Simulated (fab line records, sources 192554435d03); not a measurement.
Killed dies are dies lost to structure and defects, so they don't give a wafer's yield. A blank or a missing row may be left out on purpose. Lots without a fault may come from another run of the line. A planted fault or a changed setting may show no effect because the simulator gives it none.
Which tool did it? | flow n5_finfet | 12 lots, 36 wafers sampled, at 1 step of a route of 1938

WHAT THE GAUGES READ, wafer by wafer
N5_BEOL_M13_OVL_MEAS_29.
lot  | measured     | on         | M13_OVL (nm)
L075 | day 11 14:04 | overlay-02 | -1 1 -1
L077 | day 11 23:41 | overlay-02 | -12 -6 -4
L079 | day 12 09:50 | overlay-01 | -3 -2 -6
L082 | day 12 21:16 | overlay-01 | 4 2 4
L083 | day 13 03:25 | overlay-02 | -1 3 -1
L085 | day 14 04:19 | overlay-01 | 4 1 3
L088 | day 14 20:17 | overlay-02 | -3 -9 -12
L089 | day 15 04:55 | overlay-02 | 0 4 -2
L091 | day 15 12:50 | overlay-01 | 4 3 5
L094 | day 16 06:50 | overlay-01 | -10 -8 -7
L095 | day 16 18:11 | overlay-02 | 8 4 9
L096 | day 16 21:22 | overlay-02 | -6 -6 6

WHICH TOOL RAN EACH LOT (tool, then ch and the chambers of the sampled wafers, then the start)
The record holds no process step before these readings.

THE ANSWER, worked out from the rows above alone
Rule: what is usual is taken from the lots themselves. Put in order of their means at a reading, lots are off if they are a third of the lots or fewer, leave a main group of 4 or more, and stand apart from it by a gap of 3 or more times the standard deviation of the main group's means; of several such gaps the widest counts. A main group whose means are all the same, to the digits that the tables above print for the reading, isn't used. A lot without any number at a reading at which 4 lots or more have one is off too. The other lots that the step has rows for count as sound.
No lot is off at any reading shown: from this, nothing can be told.

WHAT THE SIMULATOR HAD PUT IN
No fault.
